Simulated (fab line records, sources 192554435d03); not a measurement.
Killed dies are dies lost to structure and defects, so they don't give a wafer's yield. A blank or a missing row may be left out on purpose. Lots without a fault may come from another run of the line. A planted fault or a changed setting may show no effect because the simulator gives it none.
Which tool did it? | flow n5_finfet | 24 lots, 72 wafers sampled, at 4 steps of a route of 1938

WHAT THE GAUGES READ, wafer by wafer
N5_BEOL_M5_INSPECT_58: inspects for defects (darkfield). Usual: raw_defect_count 70, standard deviation 19.
lot  | measured     | on                | raw_defect_count | flag
L075 | day 9 00:27  | defect_inspect-02 | 82 87 71         |
L074 | day 9 08:58  | defect_inspect-01 | 85 55 61         |
L076 | day 9 11:16  | defect_inspect-02 | 59 104 84        |
L077 | day 9 16:53  | defect_inspect-01 | 70 44 52         |
L078 | day 10 02:17 | defect_inspect-02 | 50 67 53         |
L079 | day 10 12:05 | defect_inspect-02 | 42 55 63         |
L082 | day 11 08:04 | defect_inspect-02 | 104 88 112       |
L081 | day 11 10:20 | defect_inspect-01 | 55 78 52         |
L080 | day 11 17:25 | defect_inspect-02 | 77 46 89         |
L084 | day 11 20:50 | defect_inspect-02 | 93 55 46         |
L083 | day 11 22:45 | defect_inspect-02 | 52 120 53        |
L085 | day 12 03:29 | defect_inspect-02 | 71 76 62         |
L086 | day 12 10:18 | defect_inspect-02 | 39 51 78         |
L088 | day 13 07:14 | defect_inspect-01 | 63 86 86         |
L087 | day 13 08:06 | defect_inspect-01 | 48 100 54        |
L091 | day 13 12:17 | defect_inspect-01 | 54 98 102        |
L089 | day 13 16:14 | defect_inspect-02 | 68 57 82         |
L092 | day 14 11:31 | defect_inspect-01 | 45 55 67         |
L090 | day 14 12:16 | defect_inspect-02 | 51 92 57         |
L093 | day 14 17:04 | defect_inspect-01 | 149 86 71        |
L095 | day 15 13:44 | defect_inspect-02 | 90 56 83         |
L094 | day 15 13:53 | defect_inspect-02 | 68 100 62        |
L096 | day 15 20:33 | defect_inspect-01 | 57 47 93         |
L097 | day 15 20:41 | defect_inspect-01 | 64 46 65         |

N5_BEOL_M6_THK_MEAS_01. Usual: M6_ILD_THK 154.1 nm, standard deviation 2.1.
lot  | measured     | on            | M6_ILD_THK (nm)   | flag
L075 | day 9 01:04  | film_metro-02 | 153.7 154.1 154.1 |
L074 | day 9 09:35  | film_metro-02 | 152.4 155.7 156.1 |
L076 | day 9 12:23  | film_metro-02 | 152.4 152.7 152.8 |
L077 | day 9 17:31  | film_metro-02 | 154.6 157.1 156.4 |
L078 | day 10 02:55 | film_metro-02 | 155.5 150.1 158.4 |
L079 | day 10 13:11 | film_metro-02 | 150.9 157.9 158.2 |
L082 | day 11 08:41 | film_metro-01 | 157.9 153.3 155.2 |
L081 | day 11 10:57 | film_metro-01 | 149.8 152.7 153.9 |
L080 | day 11 18:08 | film_metro-01 | 153.8 152.2 155.2 |
L084 | day 11 21:27 | film_metro-02 | 152.9 153.2 155.6 |
L083 | day 11 23:23 | film_metro-02 | 156.0 150.9 157.7 |
L085 | day 12 04:06 | film_metro-01 | 152.3 152.1 153.8 |
L086 | day 12 10:55 | film_metro-02 | 154.5 153.8 156.0 |
L088 | day 13 07:50 | film_metro-02 | 153.7 155.7 154.1 |
L087 | day 13 08:43 | film_metro-02 | 153.0 155.2 157.4 |
L091 | day 13 12:54 | film_metro-01 | 153.0 156.4 158.9 |
L089 | day 13 16:51 | film_metro-01 | 153.6 152.2 156.1 |
L092 | day 14 12:15 | film_metro-01 | 156.2 155.6 155.7 |
L090 | day 14 12:55 | film_metro-01 | 152.3 151.8 154.8 |
L093 | day 14 17:41 | film_metro-02 | 151.7 151.5 154.8 |
L095 | day 15 14:20 | film_metro-01 | 150.4 153.5 157.3 |
L094 | day 15 14:31 | film_metro-02 | 155.2 150.1 153.7 |
L096 | day 15 21:19 | film_metro-02 | 152.9 151.5 155.0 |
L097 | day 15 21:19 | film_metro-01 | 153.7 155.8 156.4 |

WHICH TOOL RAN EACH LOT (tool, then ch and the chambers of the sampled wafers, then the start)
lot  | N5_BEOL_M5_SPUTTER_83        | N5_BEOL_M5_SPUTTER_88
L075 | pvd_sputter-01, day 8 17:40  | pvd_sputter-01, day 8 18:45
L074 | pvd_sputter-01, day 9 04:58  | pvd_sputter-01, day 9 06:04
L076 | pvd_sputter-02, day 9 07:52  | pvd_sputter-02, day 9 08:57
L077 | pvd_sputter-02, day 9 13:38  | pvd_sputter-02, day 9 14:43
L078 | pvd_sputter-01, day 9 20:41  | pvd_sputter-01, day 9 21:46
L079 | pvd_sputter-01, day 10 07:01 | pvd_sputter-01, day 10 08:06
L082 | pvd_sputter-01, day 11 00:51 | pvd_sputter-01, day 11 01:56
L081 | pvd_sputter-01, day 11 05:19 | pvd_sputter-01, day 11 06:25
L080 | pvd_sputter-01, day 11 13:30 | pvd_sputter-01, day 11 14:35
L084 | pvd_sputter-02, day 11 17:35 | pvd_sputter-02, day 11 18:40
L083 | pvd_sputter-01, day 11 19:29 | pvd_sputter-01, day 11 20:34
L085 | pvd_sputter-01, day 11 23:55 | pvd_sputter-01, day 12 01:00
L086 | pvd_sputter-02, day 12 06:41 | pvd_sputter-02, day 12 07:46
L088 | pvd_sputter-03, day 13 03:41 | pvd_sputter-03, day 13 04:46
L087 | pvd_sputter-01, day 13 04:50 | pvd_sputter-01, day 13 05:56
L091 | pvd_sputter-02, day 13 09:02 | pvd_sputter-02, day 13 10:07
L089 | pvd_sputter-03, day 13 12:44 | pvd_sputter-03, day 13 13:49
L092 | pvd_sputter-02, day 14 08:16 | pvd_sputter-02, day 14 09:21
L090 | pvd_sputter-03, day 14 08:53 | pvd_sputter-03, day 14 09:59
L093 | pvd_sputter-01, day 14 13:40 | pvd_sputter-01, day 14 14:46
L095 | pvd_sputter-03, day 15 10:29 | pvd_sputter-03, day 15 11:34
L094 | pvd_sputter-02, day 15 10:37 | pvd_sputter-02, day 15 11:43
L096 | pvd_sputter-02, day 15 17:17 | pvd_sputter-02, day 15 18:23
L097 | pvd_sputter-01, day 15 17:25 | pvd_sputter-01, day 15 18:31
- N5_BEOL_M5_SPUTTER_83: material Cu, target thk 15 nm, time 27.62 s.
- N5_BEOL_M5_SPUTTER_88: material Cu, target thk 15 nm, time 27.62 s.

WHAT THE TOOLS THEMSELVES READ (means of the sampled wafers that have a number; where no wafer has one, the mark that the record gives instead)
N5_BEOL_M5_SPUTTER_83. Usual: throttle_valve_pct 30.8 %, standard deviation 0.97.
lot  | tool           | throttle_valve_pct (%) | flag
L075 | pvd_sputter-01 | 31.2                   |
L074 | pvd_sputter-01 | 31.3                   |
L076 | pvd_sputter-02 | 30.8                   |
L077 | pvd_sputter-02 | 31.5                   |
L078 | pvd_sputter-01 | 31.1                   |
L079 | pvd_sputter-01 | 30.9                   |
L082 | pvd_sputter-01 | 31.0                   |
L081 | pvd_sputter-01 | 30.7                   |
L080 | pvd_sputter-01 | 30.3                   |
L084 | pvd_sputter-02 | 32.0                   |
L083 | pvd_sputter-01 | 30.4                   |
L085 | pvd_sputter-01 | 31.1                   |
L086 | pvd_sputter-02 | 30.5                   |
L088 | pvd_sputter-03 | 30.3                   |
L087 | pvd_sputter-01 | 31.4                   |
L091 | pvd_sputter-02 | 30.2                   |
L089 | pvd_sputter-03 | 30.1                   |
L092 | pvd_sputter-02 | 30.9                   |
L090 | pvd_sputter-03 | 30.8                   |
L093 | pvd_sputter-01 | 31.7                   |
L095 | pvd_sputter-03 | 29.4                   |
L094 | pvd_sputter-02 | 30.5                   |
L096 | pvd_sputter-02 | 30.7                   |
L097 | pvd_sputter-01 | 31.3                   |

N5_BEOL_M5_SPUTTER_88. Usual: throttle_valve_pct 30.8 %, standard deviation 0.98.
lot  | tool           | throttle_valve_pct (%) | flag
L075 | pvd_sputter-01 | 31.3                   |
L074 | pvd_sputter-01 | 31.3                   |
L076 | pvd_sputter-02 | 30.8                   |
L077 | pvd_sputter-02 | 31.4                   |
L078 | pvd_sputter-01 | 31.1                   |
L079 | pvd_sputter-01 | 30.7                   |
L082 | pvd_sputter-01 | 30.9                   |
L081 | pvd_sputter-01 | 30.6                   |
L080 | pvd_sputter-01 | 30.5                   |
L084 | pvd_sputter-02 | 32.0                   |
L083 | pvd_sputter-01 | 30.3                   |
L085 | pvd_sputter-01 | 31.2                   |
L086 | pvd_sputter-02 | 30.8                   |
L088 | pvd_sputter-03 | 30.2                   |
L087 | pvd_sputter-01 | 31.3                   |
L091 | pvd_sputter-02 | 30.1                   |
L089 | pvd_sputter-03 | 30.2                   |
L092 | pvd_sputter-02 | 31.1                   |
L090 | pvd_sputter-03 | 30.8                   |
L093 | pvd_sputter-01 | 31.7                   |
L095 | pvd_sputter-03 | 29.5                   |
L094 | pvd_sputter-02 | 30.5                   |
L096 | pvd_sputter-02 | 30.5                   |
L097 | pvd_sputter-01 | 31.4                   |

THE ANSWER, worked out from the rows above alone
Rule: a lot is off if the mean of its wafers that have a number lies more than 3 standard deviations from the usual mean. A lot without any number at a reading at which 4 lots or more have one is off too. The other lots that the step has rows for count as sound. The gauges are gone through in route order, then the tools' own readings, and for those a lot's mean is taken as printed above. The first step at which some lot is off is used, and at that step the reading that is off furthest; a lot without a number counts as furthest.
No lot is off at any reading shown: from this, nothing can be told.

WHAT THE SIMULATOR HAD PUT IN
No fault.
